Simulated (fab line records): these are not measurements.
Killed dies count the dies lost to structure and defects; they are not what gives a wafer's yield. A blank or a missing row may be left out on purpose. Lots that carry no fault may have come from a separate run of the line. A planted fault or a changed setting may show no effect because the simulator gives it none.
fab line records + flow n5-finfet + part 2 of 2: steps 23 to 27 of 27
[record]
- lots = 5
- wafers = 15
- last-day = 17
route steps=1938 shown BEOL_M0_SAQP@669
lots that met no fault: taken from a fault-free run of the same line
start-h: start of the lot's first displayed wafer, in hours after the record's first day + wait-h: hours elapsed since this lot's preceding step + " repeats the value in the row above + L1.1+2: a single row standing in for several wafers + - no value, or no start given + * or withheld: withheld + < > ~ a bound
route shown NAME@n: a module of which the file shows steps, and the number in the route of the first + usual: mean/standard deviation taken from wafers without a fault + same: alike in all rows + chamber/n: place in a boat + sites: readings site by site + _std_site: standard deviation across them + _edge_site: inner sites' mean taken away from outer sites' mean + radius-mm: for every site, how far away it sits from the centre of the wafer + mask NAME#n: copy n + behind: the tool/chamber that last shaped the wafer + hold: what put the lot on hold/how long, in hours/how the hold closed + device: transistor that didn't switch, given as n, p or np + end of line: tests of these same wafers at the route's end + for a step that has no rows: nothing shown but its recipe + killed: dies lost to structure and defects at the first sort, not the wafer's yield + map: a wafer's dies, x killed, . not, _ none there
set.NAME: the setting that was run; set.NAME@STEP: the one run at that earlier step + model.NAME: the simulator's own value behind a step, which no gauge read
certain route steps with their lots: each step a table, each wafer a row
services: from which hour (start-h, from the record's first day; less than 0 if before it) a tool's chamber was out of use, for how many hours, and why
[[steps]]
[step N5_BEOL_M0_SAQP_INSPECT_42]
[recipe]
- mode = adi
- inspect-instrument = brightfield
[usual]
- raw-defect-count = 337/93
| lot.wafer | tool              | chamber | start-h | wait-h | raw-defect-count |
|-----------|-------------------|---------|---------|--------|------------------|
| L074.1    | defect-inspect-01 | -       | 116.44  | 0.1    | 523              |
| L074.2    | "                 | -       | "       | "      | 365              |
| L074.4    | "                 | -       | "       | "      | 407              |
| L079.1    | defect-inspect-01 | -       | 144.58  | 0.1    | 378              |
| L079.4    | "                 | -       | "       | "      | 373              |
| L079.5    | "                 | -       | "       | "      | 326              |
| L080.1    | defect-inspect-01 | -       | 156.62  | 0.1    | 458              |
| L080.4    | "                 | -       | "       | "      | 511              |
| L080.6    | "                 | -       | "       | "      | 289              |
| L086.1    | defect-inspect-02 | -       | 195.12  | 0.1    | 322              |
| L086.3    | "                 | -       | "       | "      | 304              |
| L086.6    | "                 | -       | "       | "      | 451              |
| L094.3    | defect-inspect-02 | -       | 233.08  | 0.0    | 444              |
| L094.4    | "                 | -       | "       | "      | 310              |
| L094.5    | "                 | -       | "       | "      | 575              |
[step N5_BEOL_M0_SAQP_DESCUM_45]
[recipe]
- chemistry = O2
- time-s = 7
- source-power-w = 50
- bias-power-w = 20
- pressure-mtorr = 20
- rf-frequency-hz = 2.712e+07
- temp-c = 40
- resist = CAR-EUV
- o2-flow-sccm = 225
[usual]
- drypump-motor-current-A = 5.82/0.26
- oes-product-au = 0.77/0.086
- rf-vpp-V = 243.5/1.3
- showerhead-plenum-p-Torr = 2.11/0.064
- throttle-valve-pct = 20.56/0.25
| lot.wafer | tool        | chamber | start-h | wait-h | drypump-motor-current-A | oes-product-au | rf-hours-counter-h | rf-vpp-V | showerhead-plenum-p-Torr | throttle-valve-pct |
|-----------|-------------|---------|---------|--------|-------------------------|----------------|--------------------|----------|--------------------------|--------------------|
| L074.1    | rie-diel-04 | 0       | 116.48  | 0.0    | 5.82                    | 0.78           | 131                | 244.0    | 2.19                     | 20.74              |
| L074.2    | "           | 3       | "       | "      | 5.47                    | 0.74           | 194                | 242.9    | 2.08                     | 20.67              |
| L074.4    | "           | 2       | "       | "      | 5.77                    | 0.93           | 13                 | 244.1    | 2.05                     | 19.76              |
| L079.1    | rie-diel-02 | 0       | 144.61  | 0.0    | 6.09                    | 0.77           | 149                | 243.6    | 2.10                     | 20.68              |
| L079.4    | "           | 2       | "       | "      | 5.31                    | 0.79           | 132                | 241.5    | 2.03                     | 20.30              |
| L079.5    | "           | 1       | "       | "      | 5.89                    | 0.72           | -                  | 243.8    | 2.07                     | 20.74              |
| L080.1    | rie-diel-02 | 1       | 156.87  | 0.3    | 5.91                    | 0.72           | 201                | 241.5    | 2.07                     | 20.74              |
| L080.4    | "           | 0       | "       | "      | 6.09                    | 0.77           | 153                | 243.4    | 2.10                     | 20.70              |
| L080.6    | "           | 1       | "       | "      | 5.89                    | 0.71           | -                  | 243.7    | 2.07                     | 20.73              |
| L086.1    | rie-diel-06 | 3       | 195.26  | 0.1    | 6.13                    | 0.80           | 86                 | 243.4    | 2.03                     | 20.55              |
| L086.3    | "           | 2       | "       | "      | 5.76                    | 0.72           | 184                | 245.6    | 2.16                     | 20.52              |
| L086.6    | "           | 1       | "       | "      | 5.96                    | 0.70           | -                  | 243.4    | 2.16                     | 20.54              |
| L094.3    | rie-diel-06 | 0       | 233.12  | 0.0    | 5.83                    | 0.68           | 249                | 244.9    | 2.15                     | 20.82              |
| L094.4    | "           | 0       | "       | "      | 5.84                    | 0.67           | -                  | 242.9    | 2.15                     | 20.84              |
| L094.5    | "           | 2       | "       | "      | 5.78                    | 0.72           | -                  | 245.3    | 2.16                     | 20.54              |
[step N5_BEOL_M0_SAQP_ETCH_88]
[recipe]
- chemistry = N2/H2
- target = underlayer
- target-depth-a = 65
- time-s = 5.2
- ion-energy-ev = 200
- mask-material = CAR-EUV
- pressure-mtorr = 30
- source-w = 840
- bias-w = 150
- n2-flow-sccm = 200
- h2-flow-sccm = 200
- ends = cleared
[usual]
- bias-w = 150.0/0.41
- drypump-motor-current-A = 5.83/0.26
- etch-rf-on-time-s = 5.20/0.096
- oes-product-au = 0.65/0.072
- rf-vpp-V = 524.5/2.5
- showerhead-plenum-p-Torr = 2.57/0.079
- throttle-valve-pct = 17.97/0.25
| lot.wafer | tool        | chamber | start-h | wait-h | bias-w | drypump-motor-current-A | etch-rf-on-time-s | oes-product-au | rf-hours-counter-h | rf-vpp-V | showerhead-plenum-p-Torr | throttle-valve-pct |
|-----------|-------------|---------|---------|--------|--------|-------------------------|-------------------|----------------|--------------------|----------|--------------------------|--------------------|
| L074.1    | rie-diel-04 | 0       | 116.51  | 0.0    | 149.9  | 5.86                    | 5.12              | 0.68           | 131                | 526.1    | 2.66                     | 18.21              |
| L074.2    | "           | 3       | "       | "      | 149.8  | 5.46                    | 5.13              | 0.63           | 194                | 524.1    | 2.53                     | 18.20              |
| L074.4    | "           | 2       | "       | "      | 150.3  | 5.81                    | 5.07              | 0.81           | 13                 | 523.5    | 2.50                     | 17.16              |
| L079.1    | rie-diel-02 | 0       | 144.65  | 0.0    | 150.3  | 6.10                    | 5.32              | 0.65           | 149                | 523.8    | 2.54                     | 18.07              |
| L079.4    | "           | 2       | "       | "      | 149.6  | 5.31                    | 5.24              | 0.67           | 132                | 521.8    | 2.46                     | 17.72              |
| L079.5    | "           | 1       | "       | "      | 149.4  | 5.92                    | 5.22              | 0.62           | -                  | 524.5    | 2.51                     | 18.10              |
| L080.1    | rie-diel-02 | 1       | 156.91  | 0.0    | 150.3  | 5.89                    | 5.11              | 0.61           | 201                | 524.0    | 2.51                     | 18.11              |
| L080.4    | "           | 0       | "       | "      | 149.4  | 6.11                    | 5.27              | 0.65           | 153                | 525.3    | 2.54                     | 18.02              |
| L080.6    | "           | 1       | "       | "      | 149.6  | 5.88                    | 5.14              | 0.61           | -                  | 523.5    | 2.51                     | 18.12              |
| L086.1    | rie-diel-06 | 3       | 195.30  | 0.0    | 149.1  | 6.15                    | 5.27              | 0.69           | 86                 | 521.8    | 2.46                     | 17.96              |
| L086.3    | "           | 2       | "       | "      | 150.2  | 5.80                    | 5.13              | 0.62           | 184                | 525.3    | 2.64                     | 18.05              |
| L086.6    | "           | 1       | "       | "      | 150.1  | 5.99                    | 5.30              | 0.59           | -                  | 527.0    | 2.61                     | 17.89              |
| L094.3    | rie-diel-06 | 0       | 233.15  | 0.0    | 150.2  | 5.84                    | 5.34              | 0.56           | 249                | 526.0    | 2.60                     | 18.15              |
| L094.4    | "           | 0       | "       | "      | 150.5  | 5.83                    | 5.30              | 0.57           | -                  | 524.7    | 2.60                     | 18.15              |
| L094.5    | "           | 2       | "       | "      | 150.3  | 5.75                    | 5.17              | 0.61           | -                  | 525.1    | 2.64                     | 18.06              |
[step N5_BEOL_M0_SAQP_ETCH_73]
[recipe]
- chemistry = CF4
- target = SiARC
- target-depth-a = 195
- mask-material = CAR-EUV
- time-s = 32.5
- ion-energy-ev = 80
- pressure-mtorr = 40
- source-w = 545
- bias-w = 36
- Ar_flow_sccm = 100
- cf4-flow-sccm = 100
- ends = cleared
[usual]
- bias-w = 36.00/0.1
- drypump-motor-current-A = 5.82/0.26
- etch-rf-on-time-s = 32.4/0.59
- oes-product-au = 0.66/0.074
- rf-vpp-V = 184.3/1
- showerhead-plenum-p-Torr = 2.16/0.063
- throttle-valve-pct = 15.74/0.27
| lot.wafer | tool        | chamber | start-h | wait-h | bias-w | drypump-motor-current-A | etch-rf-on-time-s | oes-product-au | rf-hours-counter-h | rf-vpp-V | showerhead-plenum-p-Torr | throttle-valve-pct |
|-----------|-------------|---------|---------|--------|--------|-------------------------|-------------------|----------------|--------------------|----------|--------------------------|--------------------|
| L074.1    | rie-diel-04 | 0       | 116.53  | 0.0    | 36.10  | 5.86                    | 31.6              | 0.69           | 131                | 183.1    | 2.23                     | 15.94              |
| L074.2    | "           | 3       | "       | "      | 35.95  | 5.45                    | 31.7              | 0.63           | 194                | 182.9    | 2.13                     | 15.80              |
| L074.4    | "           | 2       | "       | "      | 35.99  | 5.80                    | 31.5              | 0.81           | 13                 | 183.0    | 2.10                     | 14.92              |
| L079.1    | rie-diel-02 | 0       | 144.66  | 0.0    | 36.03  | 6.08                    | 33.1              | 0.65           | 149                | 185.1    | 2.15                     | 15.81              |
| L079.4    | "           | 2       | "       | "      | 35.94  | 5.27                    | 32.4              | 0.67           | 132                | 181.9    | 2.07                     | 15.42              |
| L079.5    | "           | 1       | "       | "      | 35.90  | 5.89                    | 32.3              | 0.62           | -                  | 183.9    | 2.12                     | 15.94              |
| L080.1    | rie-diel-02 | 1       | 156.92  | 0.0    | 36.03  | 5.90                    | 32.3              | 0.62           | 201                | 184.7    | 2.12                     | 15.96              |
| L080.4    | "           | 0       | "       | "      | 36.02  | 6.08                    | 33.1              | 0.65           | 153                | 181.8    | 2.15                     | 15.80              |
| L080.6    | "           | 1       | "       | "      | 35.90  | 5.89                    | 32.3              | 0.61           | -                  | 185.6    | 2.12                     | 15.93              |
| L086.1    | rie-diel-06 | 3       | 195.31  | 0.0    | 35.83  | 6.18                    | 32.7              | 0.69           | 86                 | 184.5    | 2.08                     | 15.71              |
| L086.3    | "           | 2       | "       | "      | 35.93  | 5.77                    | 31.6              | 0.63           | 184                | 185.1    | 2.22                     | 15.82              |
| L086.6    | "           | 1       | "       | "      | 35.93  | 5.96                    | 32.8              | 0.60           | -                  | 185.4    | 2.19                     | 15.73              |
| L094.3    | rie-diel-06 | 0       | 233.17  | 0.0    | 36.12  | 5.81                    | 32.8              | 0.58           | 249                | 184.7    | 2.19                     | 16.10              |
| L094.4    | "           | 0       | "       | "      | 36.14  | 5.82                    | 32.7              | 0.57           | -                  | 184.4    | 2.19                     | 16.09              |
| L094.5    | "           | 2       | "       | "      | 35.81  | 5.77                    | 31.9              | 0.62           | -                  | 185.3    | 2.22                     | 15.83              |
[step N5_BEOL_M0_SAQP_CUT_ETCH_46]
[recipe]
- chemistry = N2/H2
- target = SOC
- target-depth-a = 1350
- overetch-a = 270
- temp-c = 40
- time-s = 202.5
- ion-energy-ev = 200
- mask-material = SiARC
- pressure-mtorr = 30
- source-w = 840
- bias-w = 150
- n2-flow-sccm = 200
- h2-flow-sccm = 200
[usual]
- bias-w = 150.0/0.44
- drypump-motor-current-A = 5.83/0.26
- rf-vpp-V = 524.5/2.2
- showerhead-plenum-p-Torr = 2.57/0.079
- throttle-valve-pct = 17.93/0.25
| lot.wafer | tool        | chamber | start-h | wait-h | bias-w | drypump-motor-current-A | rf-hours-counter-h | rf-vpp-V | showerhead-plenum-p-Torr | throttle-valve-pct |
|-----------|-------------|---------|---------|--------|--------|-------------------------|--------------------|----------|--------------------------|--------------------|
| L074.1    | rie-diel-04 | 0       | 116.56  | 0.0    | 150.6  | 5.87                    | 132                | 526.4    | 2.66                     | 18.15              |
| L074.2    | "           | 3       | "       | "      | 150.4  | 5.47                    | 195                | 523.2    | 2.53                     | 18.13              |
| L074.4    | "           | 2       | "       | "      | 150.0  | 5.79                    | 13                 | 523.8    | 2.50                     | 17.11              |
| L079.1    | rie-diel-02 | 0       | 144.70  | 0.0    | 149.7  | 6.06                    | 149                | 524.9    | 2.54                     | 18.03              |
| L079.4    | "           | 2       | "       | "      | 149.9  | 5.33                    | 132                | 522.0    | 2.46                     | 17.66              |
| L079.5    | "           | 1       | "       | "      | 150.3  | 5.90                    | -                  | 523.6    | 2.51                     | 18.06              |
| L080.1    | rie-diel-02 | 1       | 156.96  | 0.0    | 150.4  | 5.91                    | 201                | 522.4    | 2.51                     | 18.08              |
| L080.4    | "           | 0       | "       | "      | 150.0  | 6.10                    | 153                | 524.2    | 2.54                     | 18.04              |
| L080.6    | "           | 1       | "       | "      | 150.6  | 5.90                    | -                  | 522.7    | 2.51                     | 18.06              |
| L086.1    | rie-diel-06 | 3       | 195.35  | 0.0    | 150.5  | 6.14                    | 86                 | 522.7    | 2.46                     | 17.92              |
| L086.3    | "           | 2       | "       | "      | 149.6  | 5.78                    | 184                | 524.8    | 2.64                     | 17.99              |
| L086.6    | "           | 1       | "       | "      | 150.7  | 5.97                    | -                  | 524.7    | 2.61                     | 17.83              |
| L094.3    | rie-diel-06 | 0       | 233.20  | 0.0    | 150.9  | 5.85                    | 249                | 524.7    | 2.60                     | 18.12              |
| L094.4    | "           | 0       | "       | "      | 150.3  | 5.84                    | -                  | 526.0    | 2.60                     | 18.12              |
| L094.5    | "           | 2       | "       | "      | 150.6  | 5.77                    | -                  | 526.3    | 2.64                     | 18.03              |
[[services]]
| tool           | chamber | start-h | hours | kind                      |
|----------------|---------|---------|-------|---------------------------|
| euv-scanner-02 | -       | 91.69   | 0.6   | repair                    |
| euv-scanner-02 | -       | 92.51   | 1.2   | repair                    |
| euv-scanner-01 | -       | 100.75  | 1.0   | pm                        |
| rie-si-01      | 1       | 118.02  | 3.2   | repair                    |
| euv-scanner-02 | -       | 118.46  | 1.0   | pm                        |
| litho-track-01 | -       | 132.63  | -     | consumable-replace:filter |
| rie-diel-06    | 1       | 133.57  | 9.6   | repair                    |
| rie-diel-04    | 3       | 137.47  | 4.1   | repair                    |
| rie-si-02      | 1       | 143.48  | 6.7   | repair                    |
| rie-diel-04    | 2       | 146.42  | 8.2   | repair                    |
| rie-si-03      | -       | 149.01  | 0.2   | repair                    |
| euv-scanner-01 | -       | 156.90  | 1.0   | pm                        |
| rie-si-02      | 2       | 157.50  | 1.6   | repair                    |
| litho-track-01 | -       | 161.64  | -     | consumable-replace:filter |
| rie-diel-04    | -       | 173.81  | 2.7   | repair                    |
| euv-scanner-02 | -       | 174.61  | 1.0   | pm                        |
| rie-si-01      | 1       | 187.20  | 8.5   | repair                    |
| rie-si-02      | -       | 191.67  | 8.5   | repair                    |
| rie-si-01      | -       | 206.65  | 2.8   | pm                        |
| euv-scanner-02 | -       | 207.66  | 1.8   | repair                    |
| euv-scanner-01 | -       | 213.05  | 1.0   | pm                        |
| vapor-etch-01  | -       | 226.37  | 4.3   | pm                        |
| euv-scanner-02 | -       | 230.56  | 4.6   | pm                        |
| rie-si-02      | 3       | 233.22  | 12.4  | repair                    |
